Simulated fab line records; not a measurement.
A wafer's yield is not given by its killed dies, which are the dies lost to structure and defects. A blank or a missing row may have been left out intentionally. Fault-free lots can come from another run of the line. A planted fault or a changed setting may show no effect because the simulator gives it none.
fab line records    flow n5_finfet    part 2 of 2: steps 21 to 26 of 26
record: lots: 5  wafers: 15  last_day: 17
route steps=1938 shown GATE_CUT@471
lots untouched by any fault: they come from a run of this same line in which no faults occurred
start_h: hours from the record's opening day to when the first of the lot's shown wafers began    wait_h: how many hours have passed since the lot's step before this one    " identical to the entry in the row above    L1.1+2: a row that stands for several wafers    - value missing, or start not given    * or withheld: withheld    < > ~ a bound
route shown NAME@n: NAME is a module with steps in the file, n the number in the route of the first one    usual: mean and standard deviation over wafers with no fault    same: alike in all rows    chamber/n: place in a boat    sites: readings site by site    _std_site: how widely they spread, as a standard deviation    _edge_site: inner sites' mean taken away from outer sites' mean    radius_mm: how far each site lies from the wafer's centre    mask NAME#n: copy n    behind: the tool/chamber that last shaped the wafer    hold: why the lot was held/for how many hours/how that ended    device: whichever transistor did not switch (one of n, p or np)    end of line: tests run on the same wafers once the route is complete    step lacking rows: just its recipe    killed: count of dies lost to structure and defects at first sort (not the wafer's yield)    map: dies across one wafer; x = killed, . = not, _ = none there
set.NAME: the setting that was run; set.NAME@STEP: the one run at that earlier step    model.NAME: the simulator's own value behind a step, which no gauge read
a table for each step, a row for each wafer; lots at some steps of the route
services: the hour from which a tool's chamber was out of use, counted from the record's first day as start_h (under 0 if before that day), plus the number of hours and why
== steps ==
step: N5_GATE_CUT_ETCH_36
recipe: chemistry: CF4  target: SiARC  target_depth_a: 130  mask_material: CAR-EUV  time_s: 21.7  ion_energy_ev: 80  pressure_mtorr: 40  source_w: 545  bias_w: 36  Ar_flow_sccm: 100  cf4_flow_sccm: 100  ends: cleared
usual: drypump_motor_current_A: 5.84/0.24  etch_rf_on_time_s: 21.62/0.29  mfc_ar_sccm: 100.0/0.35  oes_product_au: 0.65/0.062  rf_vpp_V: 183.8/1.3  showerhead_plenum_p_Torr: 2.13/0.075  throttle_valve_pct: 15.71/0.19
lot.wafer  tool         chamber  start_h  wait_h  drypump_motor_current_A  etch_rf_on_time_s  mfc_ar_sccm  oes_product_au  rf_hours_counter_h  rf_vpp_V  showerhead_plenum_p_Torr  throttle_valve_pct
L078.2     rie_diel-05  2        108.60   0.0     5.82                     21.12              99.9         0.78            36                  184.3     2.28                      15.64
L078.4     "            0        "        "       5.81                     21.74              100.0        0.61            204                 183.5     2.12                      16.00
L078.6     "            2        "        "       5.82                     21.17              99.8         0.77            -                   185.8     2.28                      15.63
L088.1     rie_diel-04  1        167.50   0.0     6.01                     21.92              100.0        0.73            74                  183.1     2.08                      15.33
L088.2     "            0        "        "       5.52                     21.69              100.1        0.62            183                 182.7     2.06                      15.73
L088.5     "            3        "        "       6.20                     21.60              100.0        0.64            -                   183.2     2.14                      15.91
L090.1     rie_diel-04  1        178.46   0.0     6.00                     21.53              100.4        0.72            79                  183.3     2.08                      15.33
L090.3     "            0        "        "       5.55                     21.62              100.1        0.62            187                 182.0     2.06                      15.73
L090.4     "            1        "        "       6.01                     21.70              99.6         0.72            -                   182.4     2.08                      15.32
L091.2     rie_diel-05  3        189.27   0.0     6.00                     21.97              100.0        0.63            153                 182.7     2.06                      15.81
L091.3     "            1        "        "       5.68                     21.96              100.4        0.58            244                 183.8     2.12                      15.72
L091.6     "            3        "        "       6.01                     22.03              99.9         0.64            -                   184.5     2.06                      15.81
L097.1     rie_diel-03  3        220.90   0.0     5.78                     21.35              99.6         0.82            8                   185.7     2.27                      15.25
L097.3     "            0        "        "       6.30                     21.54              100.3        0.62            192                 183.8     2.12                      15.87
L097.6     "            3        "        "       5.80                     21.12              99.8         0.82            -                   186.1     2.27                      15.24
step: N5_GATE_CUT_ETCH_37
recipe: chemistry: N2/H2  target: SOC  target_depth_a: 600  overetch_a: 120  mask_material: SiARC  temp_c: 40  time_s: 90  ion_energy_ev: 200  pressure_mtorr: 30  source_w: 840  bias_w: 150  n2_flow_sccm: 200  h2_flow_sccm: 200
usual: drypump_motor_current_A: 5.85/0.24  oes_product_au: 0.69/0.061  rf_vpp_V: 523.2/3  showerhead_plenum_p_Torr: 2.52/0.096  temp_c: 40.01/0.12  throttle_valve_pct: 17.95/0.19
lot.wafer  tool         chamber  start_h  wait_h  drypump_motor_current_A  oes_product_au  rf_hours_counter_h  rf_vpp_V  showerhead_plenum_p_Torr  temp_c  throttle_valve_pct
L078.2     rie_diel-05  2        108.62   0.0     5.82                     0.80            36                  528.5     2.71                      40.20   17.94
L078.4     "            0        "        "       5.82                     0.63            204                 524.3     2.52                      39.82   18.22
L078.6     "            2        "        "       5.81                     0.79            -                   528.3     2.71                      40.06   17.95
L088.1     rie_diel-04  1        167.52   0.0     6.03                     0.75            75                  521.5     2.48                      40.12   17.66
L088.2     "            0        "        "       5.54                     0.65            183                 521.4     2.42                      39.94   17.88
L088.5     "            3        "        "       6.22                     0.67            -                   522.8     2.55                      39.83   18.14
L090.1     rie_diel-04  1        178.49   0.0     6.00                     0.75            79                  521.1     2.48                      39.92   17.67
L090.3     "            0        "        "       5.56                     0.65            187                 520.0     2.41                      39.98   17.89
L090.4     "            1        "        "       6.02                     0.76            -                   521.5     2.48                      40.05   17.65
L091.2     rie_diel-05  3        189.29   0.0     6.01                     0.67            153                 520.5     2.43                      40.02   17.89
L091.3     "            1        "        "       5.70                     0.62            244                 521.6     2.50                      39.99   17.97
L091.6     "            3        "        "       6.03                     0.66            -                   521.0     2.43                      40.14   17.87
L097.1     rie_diel-03  3        220.92   0.0     5.80                     0.85            8                   530.2     2.71                      40.05   17.47
L097.3     "            0        "        "       6.27                     0.64            192                 523.2     2.52                      40.03   18.17
L097.6     "            3        "        "       5.78                     0.85            -                   529.9     2.71                      39.92   17.48
step: N5_GATE_CUT_STRIP_38
recipe: chemistry: N2/H2  temp_c: 40  n2_flow_sccm: 200  h2_flow_sccm: 200  rf_frequency_hz: 6e+07
lot.wafer   tool         chamber  start_h  wait_h
L078.2+4+6  rie_diel-05  2,0,2    108.69   0.0
L088.1+2+5  rie_diel-04  1,0,3    167.59   0.0
L090.1+3+4  rie_diel-04  1,0,1    178.55   0.0
L091.2+3+6  rie_diel-05  3,1,3    189.36   0.0
L097.1+3+6  rie_diel-03  3,0,3    220.99   0.0
step: N5_GATE_CUT_STRIP_39
recipe: chemistry: N2/H2  temp_c: 40  n2_flow_sccm: 200  h2_flow_sccm: 200  rf_frequency_hz: 6e+07
lot.wafer   tool         chamber  start_h  wait_h
L078.2+4+6  rie_diel-05  2,0,2    108.70   0.0
L088.1+2+5  rie_diel-04  1,0,3    167.60   0.0
L090.1+3+4  rie_diel-04  1,0,1    178.56   0.0
L091.2+3+6  rie_diel-05  3,1,3    189.37   0.0
L097.1+3+6  rie_diel-03  3,0,3    221.00   0.0
step: N5_GATE_CUT_HM_OPEN_40
recipe: chemistry: C4F6/O2  target: SiO2  mask_material: SiARC  target_depth_a: 1390  time_s: 85.1  ion_energy_ev: 250  pressure_mtorr: 30  source_w: 345  bias_w: 185  Ar_flow_sccm: 300  C4F6_flow_sccm: 10  O2_flow_sccm: 10  ends: cleared
usual: drypump_motor_current_A: 5.85/0.24  etch_rf_on_time_s: 94.2/1.7  mfc_ar_sccm: 300.2/0.91  oes_product_au: 0.69/0.064  rf_vpp_V: 663/13  showerhead_plenum_p_Torr: 2.83/0.1  throttle_valve_pct: 21.07/0.18
lot.wafer  tool         chamber  start_h  wait_h  drypump_motor_current_A  etch_rf_on_time_s  mfc_ar_sccm  oes_product_au  rf_hours_counter_h  rf_vpp_V  showerhead_plenum_p_Torr  throttle_valve_pct
L078.2     rie_diel-05  2        108.71   0.0     5.82                     93.5               300.9        0.82            36                  642       3.04                      21.13
L078.4     "            0        "        "       5.84                     96.3               300.9        0.64            204                 659       2.82                      21.33
L078.6     "            2        "        "       5.81                     94.4               301.9        0.82            -                   641       3.04                      21.14
L088.1     rie_diel-04  1        167.61   0.0     6.00                     93.2               301.3        0.76            75                  655       2.78                      20.71
L088.2     "            0        "        "       5.54                     93.4               299.1        0.66            183                 660       2.73                      21.07
L088.5     "            3        "        "       6.21                     96.4               301.0        0.67            -                   662       2.85                      21.26
L090.1     rie_diel-04  1        178.57   0.0     6.04                     94.0               299.1        0.76            79                  656       2.78                      20.71
L090.3     "            0        "        "       5.54                     95.9               299.6        0.65            187                 658       2.73                      21.06
L090.4     "            1        "        "       6.00                     94.9               300.2        0.76            -                   656       2.78                      20.71
L091.2     rie_diel-05  3        189.38   0.0     6.00                     94.3               299.4        0.68            153                 659       2.75                      21.24
L091.3     "            1        "        "       5.68                     94.7               298.8        0.62            244                 650       2.82                      21.06
L091.6     "            3        "        "       5.98                     94.8               300.6        0.67            -                   658       2.75                      21.22
L097.1     rie_diel-03  3        221.01   0.0     5.79                     93.2               301.1        0.86            8                   682       3.04                      20.71
L097.3     "            0        "        "       6.28                     93.8               300.5        0.65            192                 681       2.82                      21.20
L097.6     "            3        "        "       5.79                     93.4               300.9        0.87            -                   682       3.04                      20.70
step: N5_GATE_CUT_STRIP_41
recipe: chemistry: CF4  resist: SiARC  power_w: 300  bias_power_w: 75  pressure_mtorr: 50  cf4_flow_sccm: 150  rf_frequency_hz: 6e+07
usual: drypump_motor_current_A: 5.84/0.24  oes_product_au: 0.177/0.017  power_w: 300.1/0.87  rf_vpp_V: 271.0/1.6  showerhead_plenum_p_Torr: 1.78/0.062  throttle_valve_pct: 13.68/0.21
lot.wafer  tool         chamber  start_h  wait_h  drypump_motor_current_A  oes_product_au  power_w  rf_hours_counter_h  rf_vpp_V  showerhead_plenum_p_Torr  throttle_valve_pct
L078.2     rie_diel-05  2        108.77   0.0     5.83                     0.212           299.4    36                  274.8     1.90                      13.52
L078.4     "            0        "        "       5.82                     0.164           298.5    204                 272.3     1.78                      13.96
L078.6     "            2        "        "       5.83                     0.209           300.3    -                   274.1     1.90                      13.51
L088.1     rie_diel-04  1        167.67   0.0     6.01                     0.193           300.9    75                  270.8     1.74                      13.26
L088.2     "            0        "        "       5.50                     0.171           301.6    183                 270.4     1.73                      13.70
L088.5     "            3        "        "       6.21                     0.174           299.7    -                   269.2     1.79                      13.88
L090.1     rie_diel-04  1        178.63   0.0     6.02                     0.201           300.1    79                  270.0     1.74                      13.28
L090.3     "            0        "        "       5.52                     0.167           300.3    187                 268.8     1.73                      13.69
L090.4     "            1        "        "       6.03                     0.190           300.2    -                   271.7     1.74                      13.30
L091.2     rie_diel-05  3        189.44   0.0     6.00                     0.173           300.1    153                 268.8     1.71                      13.73
L091.3     "            1        "        "       5.66                     0.157           299.4    244                 270.0     1.77                      13.74
L091.6     "            3        "        "       6.00                     0.167           300.4    -                   270.3     1.71                      13.74
L097.1     rie_diel-03  3        221.07   0.0     5.82                     0.229           300.9    8                   272.6     1.89                      13.15
L097.3     "            0        "        "       6.26                     0.163           301.4    192                 271.4     1.78                      13.86
L097.6     "            3        "        "       5.79                     0.221           298.7    -                   274.8     1.89                      13.15
== services ==
tool            chamber  start_h  hours  kind
ald_sin-03      -        85.32    14.0   pm
euv_scanner-01  -        88.80    0.4    repair
cmp-01          -        90.59    2.2    repair
euv_scanner-02  -        95.83    4.6    pm
rie_diel-05     -        97.29    2.8    pm
euv_scanner-02  -        102.89   1.0    pm
cmp-04          -        111.90   1.4    repair
euv_scanner-01  -        112.28   4.6    pm
euv_scanner-01  -        123.45   1.0    pm
pecvd-04        -        130.72   0.6    repair
rie_diel-05     2        156.09   5.9    repair
rie_diel-03     -        158.81   0.4    repair
euv_scanner-02  -        159.04   1.0    pm
cmp-01          -        159.94   1.0    repair
rie_diel-04     2        166.33   -      clean
rie_diel-04     2        166.33   -      consumable_replace:esc
euv_scanner-01  -        179.60   1.0    pm
euv_scanner-02  -        185.52   5.8    pm
ald_sin-02      1        187.06   8.4    repair
cmp-04          -        192.99   4.0    pm
euv_scanner-01  -        195.35   0.2    repair
pecvd-03        -        196.97   0.5    repair
ald_sin-02      -        206.86   2.8    pm
euv_scanner-02  -        215.19   1.0    pm
